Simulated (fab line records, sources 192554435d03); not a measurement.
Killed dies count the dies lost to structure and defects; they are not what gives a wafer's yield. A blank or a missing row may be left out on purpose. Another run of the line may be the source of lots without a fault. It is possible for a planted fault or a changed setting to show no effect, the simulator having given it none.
Matching of chambers + flow n5Finfet + N5_DUMMY_REMOVAL_HM_STRIP_01 on rieDiel-06: 4 sister chambers
The step strips SiNx in CH3F/O2, stops on poly-Si, target depth 4 nm, time 6.8 s. 20 wafers are shown with their chamber, then 10 later ones without.

## WAFERS WITH THEIR CHAMBER
| wafer  | chamber | drypumpMotorCurrentA (A) | throttleValvePct (%) | showerheadPlenumPTorr (Torr) |
|--------|---------|--------------------------|----------------------|------------------------------|
| L079.2 | 0       | 5.3                      | 16.26                | 2.10                         |
| L079.3 | 2       | 5.0                      | 16.14                | 2.03                         |
| L079.6 | 0       | 5.3                      | 16.25                | 2.10                         |
| L083.1 | 2       | 5.0                      | 16.17                | 2.03                         |
| L083.2 | 3       | 4.9                      | 17.00                | 1.92                         |
| L083.4 | 1       | 6.0                      | 16.56                | 2.07                         |
| L084.1 | 0       | 5.3                      | 16.26                | 2.10                         |
| L084.2 | 3       | 4.9                      | 17.00                | 1.92                         |
| L084.3 | 1       | 5.9                      | 16.56                | 2.06                         |
| L084.4 | 2       | 5.0                      | 16.16                | 2.03                         |
| L084.5 | 3       | 4.9                      | 17.02                | 1.92                         |
| L084.6 | 2       | 5.0                      | 16.17                | 2.03                         |
| L086.2 | 2       | 5.0                      | 16.16                | 2.03                         |
| L086.4 | 1       | 6.0                      | 16.58                | 2.06                         |
| L086.6 | 1       | 5.9                      | 16.57                | 2.06                         |
| L088.1 | 0       | 5.3                      | 16.29                | 2.10                         |
| L088.2 | 1       | 5.9                      | 16.58                | 2.06                         |
| L088.3 | 2       | 5.0                      | 16.18                | 2.02                         |
| L088.4 | 3       | 4.9                      | 17.01                | 1.92                         |
| L088.5 | 0       | 5.3                      | 16.28                | 2.09                         |

SIGNATURES, as means of the wafers listed above
| reading               | chamber 0 | chamber 1 | chamber 2 | chamber 3 | scatter within a chamber |
|-----------------------|-----------|-----------|-----------|-----------|--------------------------|
| drypumpMotorCurrentA  | 5.300     | 5.940     | 5.000     | 4.900     | 0.0274                   |
| throttleValvePct      | 16.2680   | 16.5700   | 16.1633   | 17.0075   | 0.013                    |
| showerheadPlenumPTorr | 2.0980    | 2.0620    | 2.0283    | 1.9200    | 0.0039                   |
Rule: a wafer's distance from a chamber is the root of the sum, over the readings, of the square of ((its reading less the chamber's mean) divided by the reading's scatter). If the next closest chamber is less than 2 further off than the closest, the wafer can't be placed; otherwise it belongs to the closest. How the scatter is found: for the shown wafers, subtract from each reading the mean of its chamber, square and add these, divide the total by (wafers less chambers), then take the root.

## WAFERS WITH NO CHAMBER GIVEN
| wafer  | drypumpMotorCurrentA (A) | throttleValvePct (%) | showerheadPlenumPTorr (Torr) |
|--------|--------------------------|----------------------|------------------------------|
| L088.6 | 4.9                      | 17.02                | 1.92                         |
| L089.3 | 5.3                      | 16.28                | 2.09                         |
| L089.4 | 5.0                      | 16.17                | 2.02                         |
| L089.6 | 5.3                      | 16.28                | 2.09                         |
| L092.1 | 5.9                      | 16.57                | 2.06                         |
| L092.4 | 4.9                      | 17.02                | 1.92                         |
| L092.6 | 5.3                      | 16.30                | 2.09                         |
| L095.4 | 5.9                      | 16.57                | 2.06                         |
| L095.5 | 5.9                      | 16.58                | 2.06                         |
| L095.6 | 5.4                      | 16.30                | 2.09                         |

## THE CHAMBER EACH PASSED THROUGH
| wafer  | from the rows above | in truth |
|--------|---------------------|----------|
| L088.6 | 3                   | 3        |
| L089.3 | 0                   | 0        |
| L089.4 | 2                   | 2        |
| L089.6 | 0                   | 0        |
| L092.1 | 1                   | 1        |
| L092.4 | 3                   | 3        |
| L092.6 | 0                   | 0        |
| L095.4 | 1                   | 1        |
| L095.5 | 1                   | 1        |
| L095.6 | 0                   | 0        |
Correct placement for 10 of the 10. Number that these rows cannot place: 0. Wrongly placed: 0.
